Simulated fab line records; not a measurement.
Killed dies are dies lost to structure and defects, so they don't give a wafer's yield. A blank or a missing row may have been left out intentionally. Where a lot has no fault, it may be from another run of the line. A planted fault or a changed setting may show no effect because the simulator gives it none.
The tool behind it: which one? ; flow nandHarc ; 24 lots with 72 wafers sampled at 6 steps, on a route of 1159 steps

WHAT THE GAUGES SHOWED, per wafer
Not one reading of a measure or inspect step in the record can be checked against a usual standard deviation.

TOOL THAT RAN EACH LOT (tool first, then ch and the chambers of the sampled wafers, then the start)
lot;NHARC_A_STAIRCASE_ETCH_197;NHARC_A_STAIRCASE_ETCH_201;NHARC_A_STAIRCASE_ETCH_230;NHARC_A_STAIRCASE_STRIP_238;NHARC_A_STAIRCASE_ETCH_452;NHARC_A_STAIRCASE_ETCH_294
L074;rieDiel-08 ch 1,2,3, day 11 04:59 or earlier;rieDiel-08 ch 0,2, day 11 04:59 or earlier;rieDiel-13 ch 0,3, day 11 04:59 or earlier;plasmaAsher-01 ch 0,1, day 11 04:59;rieDiel-01 ch 2,3, no start;rieDiel-01 ch 1,2, no start
L076;rieDiel-01 ch 0,1,3, day 11 16:03 or earlier;rieDiel-01 ch 1,2,3, day 11 16:03 or earlier;rieDiel-01 ch 0,1,3, day 11 16:03 or earlier;plasmaAsher-01 ch 0,1, day 11 16:03;rieDiel-01 ch 0,2,3, no start;rieDiel-01 ch 1,2,3, no start
L075;rieDiel-08 ch 0,2,3, day 11 16:20 or earlier;rieDiel-08 ch 0,1,2, day 11 16:20 or earlier;rieDiel-13 ch 0,1,3, day 11 16:20 or earlier;plasmaAsher-01 ch 0,1, day 11 16:20;rieDiel-13 ch 0,1,3, no start;rieDiel-13 ch 0,1,3, no start
L077;rieDiel-01 ch 0,1,2, day 12 00:09 or earlier;rieDiel-01 ch 0,1, day 12 00:09 or earlier;rieDiel-08 ch 0,1,3, day 12 00:09 or earlier;plasmaAsher-02 ch 0,1, day 12 00:09;rieDiel-01 ch 0,2,3, no start;rieDiel-01 ch 0,2,3, no start
L078;rieDiel-13 ch 0,1,3, day 12 06:22 or earlier;rieDiel-13 ch 0,1,3, day 12 06:22 or earlier;rieDiel-01 ch 0,1,2, day 12 06:22 or earlier;plasmaAsher-02 ch 0,1, day 12 06:22;rieDiel-08 ch 0,3, no start;rieDiel-08 ch 1,2, no start
L079;rieDiel-08 ch 0,1,3, day 12 08:31 or earlier;rieDiel-08 ch 0,1,3, day 12 08:31 or earlier;rieDiel-13 ch 0,1,3, day 12 08:31 or earlier;plasmaAsher-01 ch 0,1, day 12 08:31;rieDiel-08 ch 0,1,3, no start;rieDiel-08 ch 0,1,3, no start
L080;rieDiel-08 ch 1,2, day 12 20:31 or earlier;rieDiel-08 ch 0,3, day 12 20:31 or earlier;rieDiel-08 ch 0,2, day 12 20:31 or earlier;plasmaAsher-02 ch 1, day 12 20:31;rieDiel-01 ch 1,2,3, no start;rieDiel-01 ch 0,1,2, no start
L081;rieDiel-08 ch 1,2,3, day 12 21:43 or earlier;rieDiel-08 ch 1,2,3, day 12 21:43 or earlier;rieDiel-08 ch 0,1,3, day 12 21:43 or earlier;plasmaAsher-01 ch 0,1, day 12 21:43;rieDiel-08 ch 0,1,2, no start;rieDiel-08 ch 1,2,3, no start
L082;rieDiel-08 ch 1,2,3, day 13 11:46 or earlier;rieDiel-08 ch 0,1,2, day 13 11:46 or earlier;rieDiel-01 ch 1,3, day 13 11:46 or earlier;plasmaAsher-02 ch 0,1, day 13 11:46;rieDiel-01 ch 0,1, no start;rieDiel-01 ch 0,1, no start
L083;rieDiel-13 ch 2,3, day 13 12:08 or earlier;rieDiel-13 ch 0,2,3, day 13 12:08 or earlier;rieDiel-08 ch 1,3, day 13 12:08 or earlier;plasmaAsher-01 ch 0,1, day 13 12:08;rieDiel-13 ch 1,2, no start;rieDiel-13 ch 0,2,3, no start
L085;rieDiel-13 ch 1,2,3, day 14 20:59 or earlier;rieDiel-13 ch 0,2,3, day 14 20:59 or earlier;rieDiel-13 ch 1,2, day 14 20:59 or earlier;plasmaAsher-02 ch 0,1, day 14 20:59;rieDiel-13 ch 1,3, no start;rieDiel-13 ch 0,2,3, no start
L084;rieDiel-01 ch 1,2, day 14 21:20 or earlier;rieDiel-01 ch 0,1,2, day 14 21:20 or earlier;rieDiel-13 ch 0,1,3, day 14 21:20 or earlier;plasmaAsher-01 ch 0,1, day 14 21:20;rieDiel-08 ch 0,3, no start;rieDiel-08 ch 1,2,3, no start
L088;rieDiel-08 ch 0,1, day 14 22:17 or earlier;rieDiel-08 ch 0,1,2, day 14 22:17 or earlier;rieDiel-08 ch 0,1,2, day 14 22:17 or earlier;plasmaAsher-01 ch 0,1, day 14 22:17;rieDiel-01 ch 0,2, no start;rieDiel-01 ch 0,1, no start
L087;rieDiel-13 ch 0,2,3, day 14 21:59 or earlier;rieDiel-13 ch 0,3, day 14 21:59 or earlier;rieDiel-01 ch 0,1, day 14 21:59 or earlier;plasmaAsher-01 ch 0,1, day 14 21:59;rieDiel-08 ch 0,1,3, no start;rieDiel-08 ch 0,1, no start
L086;rieDiel-08 ch 0,1,2, day 14 22:56 or earlier;rieDiel-08 ch 0,1, day 14 22:56 or earlier;rieDiel-13 ch 1,2, day 14 22:56 or earlier;plasmaAsher-02 ch 0,1, day 14 22:56;rieDiel-08 ch 1,2, no start;rieDiel-08 ch 2,3, no start
L089;rieDiel-08 ch 0,1,2, day 15 03:52 or earlier;rieDiel-08 ch 0,1,2, day 15 03:52 or earlier;rieDiel-01 ch 0,3, day 15 03:52 or earlier;plasmaAsher-02 ch 0,1, day 15 03:52;rieDiel-01 ch 0,2,3, no start;rieDiel-01 ch 0,1,2, no start
L090;rieDiel-01 ch 1,2,3, day 15 02:46 or earlier;rieDiel-01 ch 0,3, day 15 02:46 or earlier;rieDiel-13 ch 1,2,3, day 15 02:46 or earlier;plasmaAsher-02 ch 0,1, day 15 02:46;rieDiel-01 ch 0,1,2, no start;rieDiel-01 ch 0,1,3, no start
L091;rieDiel-08 ch 0,2, day 15 05:27 or earlier;rieDiel-08 ch 0,1, day 15 05:27 or earlier;rieDiel-01 ch 2,3, day 15 05:27 or earlier;plasmaAsher-02 ch 0,1, day 15 05:27;rieDiel-08 ch 2,3, no start;rieDiel-08 ch 1,2,3, no start
L092;rieDiel-13 ch 0,2,3, day 15 13:36 or earlier;rieDiel-13 ch 0,1,3, day 15 13:36 or earlier;rieDiel-08 ch 0,1,2, day 15 13:36 or earlier;plasmaAsher-02 ch 0,1, day 15 13:36;rieDiel-08 ch 0,2,3, no start;rieDiel-08 ch 0,2,3, no start
L093;rieDiel-13 ch 0,1,2, day 15 14:57 or earlier;rieDiel-13 ch 0,1,2, day 15 14:57 or earlier;rieDiel-01 ch 0,1,2, day 15 14:57 or earlier;plasmaAsher-02 ch 0,1, day 15 14:57;rieDiel-13 ch 0,2,3, no start;rieDiel-13 ch 0,1,3, no start
L094;rieDiel-01 ch 1,2,3, day 16 02:13 or earlier;rieDiel-01 ch 0,1,3, day 16 02:13 or earlier;rieDiel-01 ch 2,3, day 16 02:13 or earlier;plasmaAsher-01 ch 0,1, day 16 02:13;rieDiel-08 ch 0,2, no start;rieDiel-08 ch 1,3, no start
L096;rieDiel-08 ch 0,1,3, day 16 15:52 or earlier;rieDiel-08 ch 1,2, day 16 15:52 or earlier;rieDiel-08 ch 0,3, day 16 15:52 or earlier;plasmaAsher-01 ch 0,1, day 16 15:52;rieDiel-01 ch 1,2, no start;rieDiel-01 ch 0,1,2, no start
L095;rieDiel-01 ch 0,2,3, day 16 17:44 or earlier;rieDiel-01 ch 0,1,2, day 16 17:44 or earlier;rieDiel-13 ch 0,1,2, day 16 17:44 or earlier;plasmaAsher-01 ch 0,1, day 16 17:44;rieDiel-08 ch 0,2,3, no start;rieDiel-08 ch 0,1,2, no start
L097;rieDiel-01 ch 0,3, day 16 21:07 or earlier;rieDiel-01 ch 0,1,3, day 16 21:07 or earlier;rieDiel-08 ch 0,1,3, day 16 21:07 or earlier;plasmaAsher-02 ch 0,1, day 16 21:07;rieDiel-08 ch 0,2,3, no start;rieDiel-08 ch 1,2, no start
- NHARC_A_STAIRCASE_ETCH_197: etches the open film in C4F8/O2, target depth 100 nm, time 40.5 s.
- NHARC_A_STAIRCASE_ETCH_201: etches the open film in C4F8/O2, target depth 100 nm, time 40.5 s.
- NHARC_A_STAIRCASE_ETCH_230: etches the open film in C4F8/O2, target depth 100 nm, time 40.5 s.
- NHARC_A_STAIRCASE_STRIP_238: strips in O2.
- NHARC_A_STAIRCASE_ETCH_452: etches the open film in CF4/O2, target depth 30 nm, overetch 3 nm, time 16.5 s.
- NHARC_A_STAIRCASE_ETCH_294: etches the open film in C4F8/O2/Ar, target depth 4992 nm, time 1212.4 s.

AS READ BY THE TOOLS THEMSELVES (means over the sampled wafers that have a number; for cases with no such wafer, the mark the record gives instead)
NHARC_A_STAIRCASE_ETCH_197. Usual: oesProductAu 0.949 a.u., standard deviation 0.019; rfVppV 895 V, standard deviation 4.9.
lot;tool;oesProductAu (a.u.);rfVppV (V);flag
L074;rieDiel-08;0.970;896;
L076;rieDiel-01;0.917;899;
L075;rieDiel-08;0.950;896;
L077;rieDiel-01;0.959;898;
L078;rieDiel-13;0.969;889;
L079;rieDiel-08;0.946;894;
L080;rieDiel-08;0.961;899;
L081;rieDiel-08;0.958;895;
L082;rieDiel-08;0.972;895;
L083;rieDiel-13;0.969;889;
L085;rieDiel-13;0.935;889;
L084;rieDiel-01;0.937;899;
L088;rieDiel-08;0.929;894;
L087;rieDiel-13;0.932;890;
L086;rieDiel-08;0.935;898;
L089;rieDiel-08;0.963;898;
L090;rieDiel-01;0.932;897;
L091;rieDiel-08;0.976;900;
L092;rieDiel-13;0.941;891;
L093;rieDiel-13;0.933;891;
L094;rieDiel-01;0.969;897;
L096;rieDiel-08;0.948;892;
L095;rieDiel-01;0.948;896;
L097;rieDiel-01;0.926;897;

NHARC_A_STAIRCASE_ETCH_201. Usual: oesProductAu 0.942 a.u., standard deviation 0.011; rfVppV 895 V, standard deviation 5.3.
lot;tool;oesProductAu (a.u.);rfVppV (V);flag
L074;rieDiel-08;0.956;900;
L076;rieDiel-01;0.939;898;
L075;rieDiel-08;0.947;898;
L077;rieDiel-01;0.934;901;
L078;rieDiel-13;0.945;888;
L079;rieDiel-08;0.941;892;
L080;rieDiel-08;0.950;895;
L081;rieDiel-08;0.938;895;
L082;rieDiel-08;0.954;898;
L083;rieDiel-13;0.950;890;
L085;rieDiel-13;0.933;889;
L084;rieDiel-01;0.934;899;
L088;rieDiel-08;0.934;898;
L087;rieDiel-13;0.946;888;
L086;rieDiel-08;0.937;895;
L089;rieDiel-08;0.933;897;
L090;rieDiel-01;0.924;898;
L091;rieDiel-08;0.940;896;
L092;rieDiel-13;0.926;888;
L093;rieDiel-13;0.951;890;
L094;rieDiel-01;0.959;898;
L096;rieDiel-08;0.947;898;
L095;rieDiel-01;0.940;898;
L097;rieDiel-01;0.946;898;

NHARC_A_STAIRCASE_ETCH_230. Usual: oesProductAu 0.943 a.u., standard deviation 0.015; rfVppV 894 V, standard deviation 5.1.
lot;tool;oesProductAu (a.u.);rfVppV (V);flag
L074;rieDiel-13;0.950;890;
L076;rieDiel-01;0.958;899;
L075;rieDiel-13;0.929;889;
L077;rieDiel-08;0.958;894;
L078;rieDiel-01;0.934;899;
L079;rieDiel-13;0.942;888;
L080;rieDiel-08;0.926;901;
L081;rieDiel-08;0.934;894;
L082;rieDiel-01;0.939;899;
L083;rieDiel-08;0.941;891;
L085;rieDiel-13;0.936;889;
L084;rieDiel-13;0.924;889;
L088;rieDiel-08;0.951;897;
L087;rieDiel-01;0.929;901;
L086;rieDiel-13;0.958;888;
L089;rieDiel-01;0.945;899;
L090;rieDiel-13;0.946;890;
L091;rieDiel-01;0.939;895;
L092;rieDiel-08;0.937;897;
L093;rieDiel-01;0.929;898;
L094;rieDiel-01;0.957;895;
L096;rieDiel-08;0.937;892;
L095;rieDiel-13;0.968;890;
L097;rieDiel-08;0.945;893;

NHARC_A_STAIRCASE_STRIP_238. Usual: drypumpMotorCurrentA 5.55 A, standard deviation 0.28; heaterPowerW 317 W, standard deviation 23; tempC 249.97 C, standard deviation 0.18.
lot;tool;drypumpMotorCurrentA (A);heaterPowerW (W);tempC (C);flag
L074;plasmaAsher-01;5.68;328;249.83;
L076;plasmaAsher-01;5.68;328;249.90;
L075;plasmaAsher-01;5.67;324;249.89;
L077;plasmaAsher-02;5.37;313;249.87;
L078;plasmaAsher-02;5.32;323;250.02;
L079;plasmaAsher-01;5.84;303;250.07;
L080;plasmaAsher-02;5.26;335;250.32;
L081;plasmaAsher-01;5.84;305;250.15;
L082;plasmaAsher-02;5.36;313;249.94;
L083;plasmaAsher-01;5.85;306;250.05;
L085;plasmaAsher-02;5.38;312;250.09;
L084;plasmaAsher-01;5.66;327;249.87;
L088;plasmaAsher-01;5.84;308;250.04;
L087;plasmaAsher-01;5.84;303;249.93;
L086;plasmaAsher-02;5.32;326;249.95;
L089;plasmaAsher-02;5.39;310;250.08;
L090;plasmaAsher-02;5.38;313;249.92;
L091;plasmaAsher-02;5.38;316;249.94;
L092;plasmaAsher-02;5.32;320;249.94;
L093;plasmaAsher-02;5.36;315;250.10;
L094;plasmaAsher-01;5.85;303;249.95;
L096;plasmaAsher-01;5.85;307;250.14;
L095;plasmaAsher-01;5.83;303;249.92;
L097;plasmaAsher-02;5.38;319;249.89;

NHARC_A_STAIRCASE_ETCH_452. Usual: cf4FlowSccm 80.01 sccm, standard deviation 0.23; drypumpMotorCurrentA 5.8 A, standard deviation 0.49; o2FlowSccm 20.01 sccm, standard deviation 0.062; oes_f_703_au 1.001 a.u., standard deviation 0.0046; oesProductAu 1.000 a.u., standard deviation 0.0079; rfVppV 197.6 V, standard deviation 1.5; showerheadPlenumPTorr 1.33 Torr, standard deviation 0.053; throttleValvePct 13.399 %, standard deviation 0.0089.
lot;tool;cf4FlowSccm (sccm);drypumpMotorCurrentA (A);o2FlowSccm (sccm);oes_f_703_au (a.u.);oesProductAu (a.u.);rfVppV (V);showerheadPlenumPTorr (Torr);throttleValvePct (%);flag
L074;rieDiel-01;80.07;6.1;20.04;1.002;0.996;197.5;1.32;13.397;
L076;rieDiel-01;79.92;6.1;19.97;1.000;0.999;198.1;1.34;13.397;
L075;rieDiel-13;79.90;5.7;20.06;1.000;1.002;196.2;1.26;13.402;
L077;rieDiel-01;80.05;6.1;20.04;0.998;1.002;197.8;1.34;13.392;
L078;rieDiel-08;80.48;5.2;19.98;1.003;1.000;196.7;1.30;13.401;
L079;rieDiel-08;80.02;5.4;20.00;1.002;0.999;197.8;1.31;13.395;
L080;rieDiel-01;80.05;5.7;20.03;0.999;0.992;197.9;1.35;13.394;
L081;rieDiel-08;80.30;5.9;20.00;1.003;1.009;198.3;1.36;13.400;
L082;rieDiel-01;79.90;5.8;20.01;0.999;0.988;198.2;1.38;13.400;
L083;rieDiel-13;80.26;6.4;20.06;0.999;1.006;195.4;1.26;13.396;
L085;rieDiel-13;79.89;6.1;20.01;1.003;1.000;195.6;1.24;13.400;
L084;rieDiel-08;79.99;5.2;19.98;1.001;1.000;196.9;1.30;13.402;
L088;rieDiel-01;79.92;6.3;19.98;0.997;0.999;196.9;1.33;13.397;
L087;rieDiel-08;80.04;5.4;20.02;1.004;0.994;197.7;1.31;13.393;
L086;rieDiel-08;79.75;6.1;19.94;0.999;0.994;197.2;1.36;13.407;
L089;rieDiel-01;79.99;6.1;20.06;0.997;0.997;197.8;1.34;13.401;
L090;rieDiel-01;80.17;5.9;19.98;0.995;0.997;199.1;1.36;13.405;
L091;rieDiel-08;79.74;5.9;19.99;1.004;1.007;199.0;1.36;13.405;
L092;rieDiel-08;79.87;5.6;20.00;0.997;1.008;198.6;1.34;13.408;
L093;rieDiel-13;80.06;5.7;19.96;1.003;0.999;196.3;1.27;13.400;
L094;rieDiel-08;79.78;6.1;20.05;0.996;1.010;198.8;1.39;13.388;
L096;rieDiel-01;79.85;5.8;19.97;1.001;0.995;198.0;1.33;13.400;
L095;rieDiel-08;79.98;5.6;20.03;1.004;1.006;197.6;1.34;13.401;
L097;rieDiel-08;80.17;5.6;20.01;1.001;1.007;197.8;1.34;13.402;

NHARC_A_STAIRCASE_ETCH_294. Usual: oesProductAu 0.935 a.u., standard deviation 0.011; rfVppV 1826 V, standard deviation 10.
lot;tool;oesProductAu (a.u.);rfVppV (V);flag
L074;rieDiel-01;0.932;1829;
L076;rieDiel-01;0.922;1831;
L075;rieDiel-13;0.922;1812;
L077;rieDiel-01;0.921;1828;
L078;rieDiel-08;0.938;1826;
L079;rieDiel-08;0.938;1822;
L080;rieDiel-01;0.918;1831;
L081;rieDiel-08;0.949;1825;
L082;rieDiel-01;0.935;1837;
L083;rieDiel-13;0.948;1816;
L085;rieDiel-13;0.922;1815;
L084;rieDiel-08;0.933;1823;
L088;rieDiel-01;0.935;1835;
L087;rieDiel-08;0.931;1823;
L086;rieDiel-08;0.928;1823;
L089;rieDiel-01;0.949;1830;
L090;rieDiel-01;0.930;1833;
L091;rieDiel-08;0.937;1824;
L092;rieDiel-08;0.943;1828;
L093;rieDiel-13;0.945;1810;
L094;rieDiel-08;0.937;1817;
L096;rieDiel-01;0.936;1831;
L095;rieDiel-08;0.946;1829;
L097;rieDiel-08;0.926;1831;

THE ANSWER, worked out from the rows above alone
Rule: take the mean of a lot's wafers that have a number; if it is more than 3 standard deviations from the usual mean, the lot is off. A lot without any number at a reading at which 4 lots or more have one is off too. Where the step has rows for the other lots, those lots are counted as sound. Order of review: gauges by route order, followed by the tools' own readings, for which a lot's mean as printed above is used. At the first step where some lot is off, the reading lying furthest off is the one used; lots without a number count as furthest.
Nothing can be told from this: no lot is off at any reading shown.

WHAT THE SIMULATOR PUT IN
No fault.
